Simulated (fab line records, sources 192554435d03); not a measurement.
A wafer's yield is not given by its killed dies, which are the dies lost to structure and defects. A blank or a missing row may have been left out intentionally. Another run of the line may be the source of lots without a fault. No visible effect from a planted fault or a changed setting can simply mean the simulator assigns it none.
Lot-split experiment ; flow n5Finfet ; 21 wafers read from 7 lots, route of 1938 steps

## THE SPLIT
At N5_MIM_BOT_ETCH_ETCH_04 (etches SiNx in CF4/O2, target depth 26 nm, time 13 s), the setting timeS was moved away from the recipe's 13 s on 5 of the 21 wafers read, by -19.5% to -6.5%. The other wafers ran this setting at the recipe's value.

The reading is taken at the split's own step.

## THE READING
etch.depthNm (the simulator's own value, which no gauge read), in nm, at N5_MIM_BOT_ETCH_ETCH_04 (etches SiNx in CF4/O2, target depth 26 nm, time 13 s). The file does not state a usual value for it. Average 25.66 nm, standard deviation 0.44 nm, over the 16 wafers here run with the recipe.

wafer;tool, chamber at the split;timeS as run, s;against the recipe;etch.depthNm, nm;against lot-mates on the recipe
L078.3;rieDiel-01, 1;13;recipe;25.06;-
L078.4;rieDiel-01, 3;11.02;-15.2%;21.93;-3.13
L078.5;rieDiel-01, 3;11.02;-15.2%;21.64;-3.42
L079.1;rieDiel-01, 3;13;recipe;25.71;-
L079.4;rieDiel-01, 0;13;recipe;26.09;-
L079.6;rieDiel-01, 1;13;recipe;25.28;-
L082.2;rieDiel-05, 3;13;recipe;25.17;-
L082.3;rieDiel-05, 1;13;recipe;26.29;-
L082.6;rieDiel-05, 3;13;recipe;25.04;-
L084.2;rieDiel-01, 3;13;recipe;25.8;-
L084.3;rieDiel-01, 1;13;recipe;25.32;-
L084.5;rieDiel-01, 1;10.47;-19.5%;20.43;-5.13
L085.2;rieDiel-05, 3;13;recipe;25.11;-
L085.3;rieDiel-05, 1;13;recipe;26.07;-
L085.6;rieDiel-05, 0;13;recipe;26.14;-
L090.1;rieDiel-03, 0;13;recipe;25.97;-
L090.2;rieDiel-03, 2;13;recipe;26.31;-
L090.4;rieDiel-03, 1;13;recipe;25.5;-
L092.2;rieDiel-05, 1;12.15;-6.5%;24.63;-0.99
L092.5;rieDiel-05, 2;13;recipe;25.62;-
L092.6;rieDiel-05, 0;12.15;-6.5%;24.44;-1.18

THE FIT
A straight line over all 21 wafers: etch.depthNm changes by +0.255 nm for each +1% of timeS; r = +0.96; the points scatter about the line by 0.45 nm.
The same after taking each lot's own level away (the mean of its wafers on the recipe; 21 wafers): +0.233 nm for each +1%; r = +0.96; scatter 0.42 nm.
Per that fit: largest timeS move, reading shift of 4.5 nm.
The span of the lots' own levels, 25.060 to 25.927 nm, comes to 2.0 times the standard deviation stated above.
Consequently the slope shifts little with the lot-to-lot level, the two slopes agreeing.
Check: for one of the wafers moved furthest among these (-19.5%), held out of the fit, the line's prediction against its lot-mates is -4.05 nm. Against them it came out at -5.13 nm.

## OTHER SPLITS APPLIED TO THESE WAFERS
These wafers also went through other splits before the reading. Each is held against what the fit with the lots' levels taken away leaves over:
other split on the same wafers;wafers away from the commonest value;r with etch.depthNm (lot level and that fit taken away)
N5_BEOL_M12_SPUTTER_43 powerW;10;+0.25
N5_BEOL_M13_CMP_49 downForcePsi;6;+0.00
N5_BEOL_M14_EXPOSE_07 doseMj;9;-0.41
N5_BEOL_M14_TRENCH_ETCH_34 timeS;7;+0.41
N5_BEOL_M14_SPUTTER_45 powerW;7;+0.14

## THE FILE'S OWN FIT
etch.depthNm changes by +0.24 nm for each +1% of timeS, r = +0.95.
